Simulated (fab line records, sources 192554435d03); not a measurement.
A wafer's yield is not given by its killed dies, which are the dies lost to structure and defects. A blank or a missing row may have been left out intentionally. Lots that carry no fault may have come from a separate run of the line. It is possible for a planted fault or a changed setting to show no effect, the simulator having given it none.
Which tool did it? + flow n5_finfet + 24 lots, 72 wafers sampled, at 1 step of a route of 1938

WHAT THE GAUGES SHOWED, per wafer
N5_BEOL_M3_INSPECT_13: inspects for defects (brightfield). Usual: raw_defect_count 418, standard deviation 100.
| lot  | measured     | on                | raw_defect_count | flag |
|------|--------------|-------------------|------------------|------|
| L075 | day 6 23:53  | defect_inspect-02 | 544 493 450      |      |
| L074 | day 7 09:24  | defect_inspect-02 | 584 524 557      |      |
| L076 | day 7 15:29  | defect_inspect-02 | 511 383 504      |      |
| L077 | day 7 16:30  | defect_inspect-01 | 512 491 333      |      |
| L078 | day 8 01:26  | defect_inspect-01 | 365 430 265      |      |
| L079 | day 8 09:26  | defect_inspect-02 | 387 288 435      |      |
| L080 | day 8 09:47  | defect_inspect-02 | 536 551 493      |      |
| L081 | day 8 17:34  | defect_inspect-01 | 355 481 455      |      |
| L082 | day 9 03:42  | defect_inspect-02 | 470 665 536      |      |
| L083 | day 9 09:27  | defect_inspect-02 | 262 232 344      |      |
| L084 | day 9 16:33  | defect_inspect-02 | 315 221 320      |      |
| L085 | day 9 20:01  | defect_inspect-02 | 291 299 345      |      |
| L087 | day 12 03:26 | defect_inspect-02 | 480 365 542      |      |
| L088 | day 12 08:39 | defect_inspect-02 | 411 549 622      |      |
| L086 | day 12 08:53 | defect_inspect-02 | 358 402 357      |      |
| L095 | day 12 10:55 | defect_inspect-01 | 341 276 353      |      |
| L096 | day 12 11:44 | defect_inspect-01 | 397 382 385      |      |
| L089 | day 12 14:19 | defect_inspect-02 | 507 373 376      |      |
| L091 | day 12 14:32 | defect_inspect-01 | 367 345 284      |      |
| L093 | day 12 15:07 | defect_inspect-01 | 362 350 454      |      |
| L094 | day 12 17:10 | defect_inspect-01 | 380 415 467      |      |
| L090 | day 12 17:23 | defect_inspect-01 | 395 367 346      |      |
| L092 | day 12 17:47 | defect_inspect-02 | 684 603 490      |      |
| L097 | day 12 20:19 | defect_inspect-01 | 485 482 596      |      |

WHAT TOOL EACH LOT RAN ON (gives the tool, then ch and the chambers of the sampled wafers, and finally the start)
The record holds no process step before these readings.

AS READ BY THE TOOLS THEMSELVES (means over the sampled wafers that have a number; for cases with no such wafer, the mark the record gives instead)
The record holds no such reading with a usual standard deviation.

THE ANSWER, worked out from the rows above alone
Rule: lot off if the mean of its wafers having a number is beyond 3 standard deviations from the usual mean. A lot without any number at a reading at which 4 lots or more have one is off too. Any other lot the step has rows for is counted as sound. After the gauges, taken in route order, come the tools' own readings; for these a lot's mean is taken, as printed above. At the first step where some lot is off, the reading lying furthest off is the one used; lots without a number count as furthest.
Across all readings shown, no lot is off: no conclusion can be drawn from this.

WHAT WAS PUT IN BY THE SIMULATOR
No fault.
